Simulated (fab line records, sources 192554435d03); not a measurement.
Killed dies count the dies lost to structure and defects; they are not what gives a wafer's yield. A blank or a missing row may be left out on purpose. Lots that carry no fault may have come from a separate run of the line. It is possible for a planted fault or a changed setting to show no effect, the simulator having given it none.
Code-filled problem report in 8D (eight disciplines) form	flow n5-finfet	the parts of the form that need people (team, actions taken, sign-off) are left out

1. PROBLEM STATEMENT
Wafers without a fault read 1500.0 rpm, standard deviation 0.9; spin-speed-rpm at N5_BEOL_M11_COAT_64 reads a mean of 1645.4 rpm on 6 wafers belonging to 2 lots. That is +99 or more standard deviations from the usual mean.
The step: time 60 s, resist thk 30 nm.
First observed at day 14 10:52: wafer L811.1, on litho-track-04. The record holds 30 wafers of 10 lots with a number at this step. Rule for "out", or "out of limits": more than 4 standard deviations from the usual mean. The rest of the wafers with a number are treated as sound.

2. WHAT IT IS AND WHAT IT IS NOT
question	is	is not
which readings at this step	spin-speed-rpm	-
which lots	L811, L812	L797, L799, L800, L802, L814, L818, L819, L820
which wafers of those lots	all that have a number	-
read on which tools	litho-track-04	litho-track-03, litho-track-05
when	from day 14 10:52	up to then (12 sound wafers); but 12 sound wafers of L814, L818, L819, L820 came after

3. THE SUSPECTS, EACH WITH WHAT RULES IT OUT
Counting: a tool at any process step up to the reading remains a suspect when it ran all the lots that are out and ran no sound lot after the first of those.
- rie-diel-05 at N5_BEOL_M11_DESCUM_16 (chemistry O2, time 7.9 s): ruled out as a lasting fault. The sound lots L818 went through it after L811, its earliest lot that is out (day 14 08:55).
- rie-diel-05 at N5_BEOL_M11_ETCH_61 (etches SiARC in CF4, target depth 39 nm, time 65 s): ruled out as a lasting fault. The sound lots L818 went through it after L811, its earliest lot that is out (day 14 08:57).
- litho-track-04 at N5_BEOL_M11_COAT_64 (time 60 s, resist thk 30 nm): kept. It ran every lot that is out, first L811 (day 14 10:52), and no sound lot after that; its last sound lot up to then is L802 (day 11 20:37). Its own readings are out on those wafers: spin-speed-rpm.
Remaining after the count: litho-track-04 at N5_BEOL_M11_COAT_64.

4. THE CAUSE (what the simulator had put in)
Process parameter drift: litho-track-04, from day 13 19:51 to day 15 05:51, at N5_BEOL_M11_COAT_64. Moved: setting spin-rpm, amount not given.
After counting, this tool was the only one left.

5. THE CHAIN OF EFFECTS, in route order
One row per reading whose mean, taken over the struck wafers that have a number, lies over 3 standard deviations from the usual. Only readings whose record carries a usual standard deviation are examined. hours: median over the lots of the time between each lot's start at the first step of this table that gives one and its start at this step. sigmas: the change, counted in usual standard deviations.
hours	step	reading	usual	on struck wafers	change	sigmas
0	N5_BEOL_M11_COAT_64	spin-speed-rpm	1500.0 rpm	1645.4	+145.4	+99 or more
Its process steps:
- N5_BEOL_M11_COAT_64: time 60 s, resist thk 30 nm.

6. HOW IT WOULD HAVE BEEN CAUGHT EARLIER
The fault began at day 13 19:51; the first out-of-limits reading in this record came at day 14 10:52, 15 hours later.
